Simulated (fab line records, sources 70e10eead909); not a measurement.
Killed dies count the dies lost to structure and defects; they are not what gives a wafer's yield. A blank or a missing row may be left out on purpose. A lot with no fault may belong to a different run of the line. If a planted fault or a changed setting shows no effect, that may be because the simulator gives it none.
Comparing a struck lot with a sound one | flow nand harc | 14 out of 1302 route steps
Sound: wafers L756.1, L756.3, L756.6. Struck: wafers L751.3, L751.4, L751.6. The cause is given at the end.
Per side, at each step with rows, come the tool, then ch with its chambers, and then its first start. Under that, the readings that differ: sound wafers | struck wafers | difference of the means | sigmas: that difference in standard deviations of wafers without a fault.
alike: readings whose means differ by less than 2 such deviations, and words and numbers that are the same on both sides. not compared: withheld readings, readings that some wafer has no value for, bounds like >300 that may hide the same value, and numbers for which the record gives no deviation and whose values overlap.
A row with sigmas, a row that says differs or no value, or rows on one side alone: a step with any of these is where the two part. Numbers that have no deviation but don't overlap get no sigmas and don't part them. A reading that every wafer of one side lacks parts them only if that side has two wafers or more.

first, 6 steps without rows for these wafers: NHARC_A_SLIT_COAT_03 (resist thk 90 nm); NHARC_A_SLIT_SOFTBAKE_04 (time 55 s); NHARC_A_SLIT_EBR_05; NHARC_A_SLIT_EXPOSE_06 (exposes mask SLIT); NHARC_A_SLIT_PEB_07 (peb time 65 s); NHARC_A_SLIT_DEVELOP_08 (develop time 35 s).
NHARC_A_SLIT_CD_MEAS_09 targets a cd of 300 nm.
  sound on cd sem-03 ch 0, day 25 18:17; struck on cd sem-02 ch 0, day 23 08:33
  alike: cd nm
NHARC_A_SLIT_OVL_MEAS_10:
  sound on overlay-02, day 25 18:22; struck on overlay-02, day 23 08:38
  reading           | sound         | struck      | difference | sigmas
  overlay x nm (nm) | -0.3 0.2 -0.3 | 2.4 2.2 1.9 | +2.3       | +2
  alike: overlay y nm
NHARC_A_SLIT_INSPECT_11:
  sound on defect inspect-01, day 25 18:24; struck on defect inspect-02, day 23 08:40
  alike: raw defect count
NHARC_A_SLIT_DESCUM_14: chemistry O2, time 3 s.
  sound on rie diel-08 ch 0,1,3, day 25 18:29; struck on rie diel-09 ch 0,1,2, day 23 08:44
  alike: drypump motor current A, oes product au, rf vpp V, showerhead plenum p Torr, throttle valve pct
  not compared: rf hours counter h
NHARC_A_SLIT_ETCH_24: etches the open film in CF4/CHF3, target depth 121 nm, time 60.5 s.
  sound on rie diel-08 ch 0,1,3, day 25 18:34; struck on rie diel-09 ch 0,1,3, day 23 08:49
  alike: bias w, cf4 flow sccm, drypump motor current A, oes product au, rf vpp V, showerhead plenum p Torr, throttle valve pct
  not compared: rf hours counter h
NHARC_A_SLIT_ETCH_15: etches the open film in O2/COS, target depth 6200 nm, time 1612 s.
  sound: rie diel-08 ch 1,2,3; struck: rie diel-09 ch 1,3
  reading                | sound                | struck               | difference | sigmas
  throttle valve pct (%) | 28.341 28.345 28.331 | 28.318 28.323 28.324 | -0.017     | -2
  alike: bias w, chamber pressure mTorr, drypump motor current A, oes product au, rf vpp V, showerhead plenum p Torr
  not compared: rf hours counter h
NHARC_A_SLIT_ETCH_17: etches the open film in C4F8/O2/Ar, time 4254.5 s, target depth 20300 nm.
  sound on har etch-02 ch 0, day 25 23:39; struck on har etch-02 ch 0,1, day 23 13:43
  no value came back on the struck wafers for any of 6 readings (c4f8 flow sccm (sccm), chamber pressure mTorr (mTorr) and others); on the sound wafers c4f8 flow sccm (sccm) reads 83.42 83.30 83.27
  not compared: rf hours counter h
NHARC_A_SLIT_ETCH_26: etches the open film in C4F8/O2/Ar, time 90 s, target depth 400 nm.
  sound on har etch-02 ch 0, day 26 02:46; struck on har etch-02 ch 0,1, day 23 16:10
  alike: bias v, c4f8 flow sccm, drypump motor current A, he backside leak sccm, showerhead plenum p Torr, throttle valve pct
  not compared: rf hours counter h

## WHERE THEY PART
Last at NHARC_A_SLIT_ETCH_17 as far as this record goes, first at NHARC_A_SLIT_OVL_MEAS_10. Later steps at which nothing parts them and some readings are alike: NHARC_A_SLIT_ETCH_26.

WHY: the cause the simulator had injected
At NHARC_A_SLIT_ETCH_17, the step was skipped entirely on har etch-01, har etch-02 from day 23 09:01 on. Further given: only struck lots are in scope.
